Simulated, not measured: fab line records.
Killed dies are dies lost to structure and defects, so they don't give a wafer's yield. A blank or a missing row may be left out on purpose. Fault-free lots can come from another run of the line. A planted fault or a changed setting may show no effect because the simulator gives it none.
The tool behind it: which one?	flow nand harc	11 lots with 33 wafers sampled at 6 steps, on a route of 1302 steps

== WHAT THE GAUGES READ, wafer by wafer ==
NHARC_A_CHANNEL_HOLE_D1_INSPECT_40. Usual: raw defect count reads 71 (standard deviation 26).
lot	measured	on	raw defect count	flag
L898	day 9 13:12	defect inspect-01	100 116 85	
L900	day 10 09:56	defect inspect-01	63 37 69	
L904	day 11 23:26	defect inspect-01	88 89 102	
L907	day 13 04:27	defect inspect-02	75 105 95	
L909	day 13 11:57	defect inspect-01	78 41 45	
L910	day 14 22:18	defect inspect-02	388 418 423	OFF
L912	day 14 22:58	defect inspect-02	59 60 50	
L913	day 15 06:38	defect inspect-02	430 427 388	OFF
L914	day 15 17:11	defect inspect-02	61 41 64	
L919	day 17 20:05	defect inspect-02	54 59 51	
L920	day 18 16:19	defect inspect-02	38 44 48	

NHARC_END_SORT_01. Usual: killed at array 54, standard deviation 16; killed at other 0.6, standard deviation 0.86; killed at periphery 3.8, standard deviation 2.6; killed dies 58, standard deviation 16; killed open 3.3, standard deviation 1.8; killed short 2.7, standard deviation 1.7.
lot	measured	on	killed at array	killed at other	killed at periphery	killed dies	killed open	killed short	flag
L898	day 24 19:59	prober-02	82 60 52	0 1 1	4 1 4	86 62 57	4 2 4	2 1 4	
L904	day 27 03:37	prober-02	80 83 64	2 0 1	1 4 1	83 87 66	2 7 1	2 5 1	
L907	day 28 15:35	prober-02	44 48 39	0 1 0	3 2 1	47 51 40	5 5 2	2 3 0	
L909	day 29 03:35	prober-01	42 42 43	0 0 1	1 2 6	43 44 50	1 3 5	2 2 1	
L910	day 30 13:27	prober-02	88 94 95	0 0 0	4 1 3	92 95 98	3 2 6	5 3 3	
L912	day 30 06:22	prober-01	35 30 43	1 0 1	2 4 5	38 34 49	2 4 4	2 2 2	
L913	day 30 12:34	prober-01	122 111 101	0 0 0	8 3 5	130 114 106	3 1 2	0 2 0	OFF
L914	day 32 10:42	prober-01	36 23 27	1 1 0	3 1 3	40 25 30	6 3 4	3 0 6	

== EACH LOT AND THE TOOL THAT RAN IT (in order: tool; ch and the chambers of the sampled wafers; start) ==
lot	NHARC_A_CHANNEL_HOLE_D1_ETCH_25	NHARC_A_CHANNEL_HOLE_D1_ETCH_44	NHARC_A_CHANNEL_HOLE_D1_STRIP_27	NHARC_A_CHANNEL_HOLE_D1_XSEM_31
L898	har etch-02 ch 0,1, day 9 10:32	rie diel-10 ch 0,1,3, day 9 12:13	rie diel-10 ch 1,3, day 9 13:06 or earlier	xsem-02 ch 0, day 9 13:06
L900	har etch-01 ch 0,1, day 10 07:07	rie diel-10 ch 1,2, day 10 08:58	rie diel-10 ch 0,2,3, day 10 09:50 or earlier	xsem-02 ch 0, day 10 09:50
L904	har etch-02 ch 1, day 11 19:22	rie diel-10 ch 1,2,3, day 11 22:27	rie diel-10 ch 0,2,3, day 11 23:20 or earlier	xsem-01 ch 0, day 11 23:20
L907	har etch-02 ch 0,1, day 13 01:39	rie diel-10 ch 0,1, day 13 03:28	rie diel-10 ch 0,1, day 13 04:22 or earlier	xsem-01 ch 0, day 13 04:22
L909	har etch-01 ch 0,1, day 13 09:16	rie diel-10 ch 1,2, day 13 10:58	rie diel-10 ch 0,2,3, day 13 11:51 or earlier	xsem-02 ch 0, day 13 11:51
L910	har etch-02 ch 0,1, day 14 19:31	rie diel-10 ch 2,3, day 14 21:20	rie diel-10 ch 0,2, day 14 22:13 or earlier	xsem-01 ch 0, day 14 22:13
L912	har etch-01 ch 0,1, day 14 20:19	rie diel-06 ch 2,3, day 14 21:59	rie diel-06 ch 1,3, day 14 22:53 or earlier	xsem-02 ch 0, day 14 22:53
L913	har etch-02 ch 0,1, day 15 03:50	rie diel-10 ch 1,2,3, day 15 05:40	rie diel-10 ch 0,1, day 15 06:32 or earlier	xsem-02 ch 0, day 15 06:32
L914	har etch-01 ch 0,1, day 15 14:23	rie diel-10 ch 0,1,2, day 15 16:13	rie diel-10 ch 0,1,2, day 15 17:05 or earlier	xsem-01 ch 0, day 15 17:05
L919	har etch-01 ch 0,1, day 17 17:24	rie diel-10 ch 0,1,2, day 17 18:59	rie diel-10 ch 0,1,2, day 17 19:59 or earlier	xsem-01 ch 0, day 17 19:59
L920	har etch-02 ch 0,1, day 18 13:36	rie diel-02 ch 0,3, day 18 15:19	rie diel-02 ch 0,1,3, day 18 16:13 or earlier	xsem-01 ch 0, day 18 16:13
- NHARC_A_CHANNEL_HOLE_D1_ETCH_25: etches the open film in C4F8/O2/Ar, time 1040.2 s, target depth 1500 nm.
- NHARC_A_CHANNEL_HOLE_D1_ETCH_44: etches the open film in CF4/O2, target depth 140 nm, overetch 14 nm, time 77 s.
- NHARC_A_CHANNEL_HOLE_D1_STRIP_27: strips in O2.
- NHARC_A_CHANNEL_HOLE_D1_XSEM_31

== WHAT THE TOOLS THEMSELVES READ (means of the sampled wafers that have a number; where no wafer has one, the mark that the record gives instead) ==
NHARC_A_CHANNEL_HOLE_D1_ETCH_25. Usual: drypump motor current A 6.0 A, standard deviation 0.63; showerhead plenum p Torr 3.68 Torr, standard deviation 0.061; temp c -20.01 C, standard deviation 0.12; throttle valve pct 32.235 %, standard deviation 0.0093.
lot	tool	drypump motor current A (A)	showerhead plenum p Torr (Torr)	temp c (C)	throttle valve pct (%)	flag
L898	har etch-02	5.9	3.71	-20.03	32.224	
L900	har etch-01	6.5	3.71	-20.06	32.225	
L904	har etch-02	5.0	3.60	-20.02	32.237	
L907	har etch-02	5.4	3.64	-20.19	32.234	
L909	har etch-01	6.3	3.69	-19.96	32.230	
L910	har etch-02	5.4	3.63	-19.95	32.243	
L912	har etch-01	6.4	3.67	-19.93	32.231	
L913	har etch-02	5.4	3.63	-19.91	32.244	
L914	har etch-01	6.4	3.67	-20.15	32.231	
L919	har etch-01	6.4	3.65	-20.07	32.226	
L920	har etch-02	5.4	3.85	-19.94	32.242	

NHARC_A_CHANNEL_HOLE_D1_ETCH_44. Usual: drypump motor current A 5.7 A, standard deviation 0.64; oes_o_777_au 1.000 a.u., standard deviation 0.0043; oes product au 1.001 a.u., standard deviation 0.0074; rf vpp V 198.6 V, standard deviation 1.2; showerhead plenum p Torr 1.37 Torr, standard deviation 0.041; throttle valve pct 13.398 %, standard deviation 0.0078.
lot	tool	drypump motor current A (A)	oes_o_777_au (a.u.)	oes product au (a.u.)	rf vpp V (V)	showerhead plenum p Torr (Torr)	throttle valve pct (%)	flag
L898	rie diel-10	5.5	1.007	1.005	199.9	1.39	13.394	
L900	rie diel-10	6.0	0.998	1.001	198.7	1.38	13.400	
L904	rie diel-10	5.5	1.006	0.994	198.2	1.39	13.399	
L907	rie diel-10	5.5	1.000	1.006	198.2	1.38	13.391	
L909	rie diel-10	6.0	1.002	0.998	199.4	1.38	13.399	
L910	rie diel-10	6.0	1.003	0.993	198.4	1.38	13.392	
L912	rie diel-06	5.8	0.998	0.994	199.0	1.40	13.405	
L913	rie diel-10	5.5	1.001	0.998	198.5	1.39	13.387	
L914	rie diel-10	6.0	0.998	1.000	198.4	1.37	13.401	
L919	rie diel-10	6.0	1.003	1.006	198.7	1.37	13.401	
L920	rie diel-02	5.2	1.000	0.998	197.9	1.33	13.400	

NHARC_A_CHANNEL_HOLE_D1_STRIP_27. Usual: drypump motor current A 5.7 A, standard deviation 0.64; oes product au 1.000 a.u., standard deviation 0.0068; rf vpp V 58.0 V, standard deviation 0.92; showerhead plenum p Torr 3.63 Torr, standard deviation 0.1; throttle valve pct 17.038 %, standard deviation 0.0089.
lot	tool	drypump motor current A (A)	oes product au (a.u.)	rf vpp V (V)	showerhead plenum p Torr (Torr)	throttle valve pct (%)	flag
L898	rie diel-10	5.1	1.001	58.9	3.70	17.042	
L900	rie diel-10	5.9	1.005	58.0	3.65	17.037	
L904	rie diel-10	6.0	0.988	58.2	3.65	17.031	
L907	rie diel-10	6.0	0.997	57.9	3.62	17.027	
L909	rie diel-10	6.0	0.997	58.6	3.65	17.039	
L910	rie diel-10	6.4	0.998	56.8	3.61	17.040	
L912	rie diel-06	5.6	1.003	58.1	3.52	17.037	
L913	rie diel-10	6.0	1.007	57.3	3.62	17.043	
L914	rie diel-10	6.0	1.006	58.5	3.63	17.041	
L919	rie diel-10	6.0	1.000	58.0	3.62	17.037	
L920	rie diel-02	5.3	0.992	57.4	3.51	17.037	

NHARC_A_CHANNEL_HOLE_D1_XSEM_31. Usual: bot cd nm 74.6 nm, standard deviation 1; bow nm 8.5 nm, standard deviation 0.31; tilt deg 0.07 degrees, standard deviation 0.046.
lot	tool	bot cd nm (nm)	bow nm (nm)	tilt deg (degrees)	flag
L898	xsem-02	74.3	8.2	0.03	
L900	xsem-02	72.8	8.1	0.07	
L904	xsem-01	74.0	8.7	0.02	
L907	xsem-01	75.0	8.7	0.04	
L909	xsem-02	74.1	8.6	0.08	
L910	xsem-01	74.2	9.2	0.08	
L912	xsem-02	73.6	8.6	0.17	
L913	xsem-02	74.8	8.6	0.05	
L914	xsem-01	75.0	8.8	0.13	
L919	xsem-01	75.1	8.7	0.14	
L920	xsem-01	74.0	7.9	0.04	

== THE ANSWER, worked out from the rows above alone ==
Rule: a lot counts as off when the mean over its wafers that have a number is more than 3 standard deviations away from the usual mean. Also off: a lot with no number at a reading for which 4 or more lots have one. All remaining lots with rows at the step are treated as sound. The gauges are gone through in route order, then the tools' own readings, and for those a lot's mean is taken as printed above. At the first step where some lot is off, the reading lying furthest off is the one used; lots without a number count as furthest.
Off: L910, L913, at NHARC_A_CHANNEL_HOLE_D1_INSPECT_40 (raw defect count).
If a tool, at a process step before that reading, ran all the lots that are off and no sound lot after the first of them, it fits. The gauges at NHARC_A_CHANNEL_HOLE_D1_INSPECT_40 are tried like those tools. NHARC_A_CHANNEL_HOLE_D1_STRIP_27 gives no start for some lots, so the hours and the order of its lots are those of NHARC_A_CHANNEL_HOLE_D1_XSEM_31. Of those tried, none fits.

== WHAT THE SIMULATOR PUT IN ==
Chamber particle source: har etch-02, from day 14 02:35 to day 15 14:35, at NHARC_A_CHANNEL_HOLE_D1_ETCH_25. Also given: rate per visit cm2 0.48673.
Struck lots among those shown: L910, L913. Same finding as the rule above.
